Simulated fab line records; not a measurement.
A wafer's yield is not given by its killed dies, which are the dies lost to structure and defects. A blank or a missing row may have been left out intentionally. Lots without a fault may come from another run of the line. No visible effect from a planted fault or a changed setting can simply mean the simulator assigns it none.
Which of the tools did it? / flow n5 finfet / 11 lots, 32 wafers sampled, at 1 step of a route of 1938

## WHAT THE GAUGES SHOWED, per wafer
N5_MOL_CONTACT_COAG_INSPECT_10: inspects for defects (brightfield).
lot=L555; measured=day 5 15:32; on=defect inspect-02; raw defect count=51 41 28
lot=L556; measured=day 6 00:49; on=defect inspect-02; raw defect count=57 52 58
lot=L558; measured=day 6 12:53; on=defect inspect-01; raw defect count=66 97 112
lot=L560; measured=day 7 04:32; on=defect inspect-01; raw defect count=48 58
lot=L562; measured=day 7 22:16; on=defect inspect-01; raw defect count=52 62 73
lot=L563; measured=day 8 01:00; on=defect inspect-02; raw defect count=87 72 60
lot=L565; measured=day 8 10:10; on=defect inspect-02; raw defect count=74 54 96
lot=L566; measured=day 8 15:52; on=defect inspect-02; raw defect count=56 63 47
lot=L571; measured=day 9 21:18; on=defect inspect-01; raw defect count=74 94 68
lot=L573; measured=day 10 07:23; on=defect inspect-01; raw defect count=53 64 61
lot=L574; measured=day 10 13:46; on=defect inspect-02; raw defect count=84 134 125

## TOOL THAT RAN EACH LOT (tool first, then ch and the chambers of the sampled wafers, then the start)
Record: no process step prior to these readings.

## AS READ BY THE TOOLS THEMSELVES (means over the sampled wafers that have a number; for cases with no such wafer, the mark the record gives instead)
The record holds no such reading with a usual standard deviation.

## THE ANSWER, worked out from the rows above alone
Rule: the lots themselves supply what counts as usual. The widest of any qualifying gaps counts: lots, ordered by their means at a reading, are off when they make up no more than a third of the lots, leave a main group of 4 or more, and stand apart from it by 3 or more times the standard deviation of that group's means. A main group is skipped when, at the precision printed for the reading in the tables above, its means are all equal. A lot without any number at a reading at which 4 lots or more have one is off too. Where the step has rows for the other lots, those lots are counted as sound. Order of review: gauges by route order, followed by the tools' own readings, for which a lot's mean as printed above is used. The first step at which some lot is off is used, and at that step the reading that is off furthest; a lot without a number counts as furthest.
Across all readings shown, no lot is off: no conclusion can be drawn from this.

## WHAT HAD BEEN PUT IN BY THE SIMULATOR
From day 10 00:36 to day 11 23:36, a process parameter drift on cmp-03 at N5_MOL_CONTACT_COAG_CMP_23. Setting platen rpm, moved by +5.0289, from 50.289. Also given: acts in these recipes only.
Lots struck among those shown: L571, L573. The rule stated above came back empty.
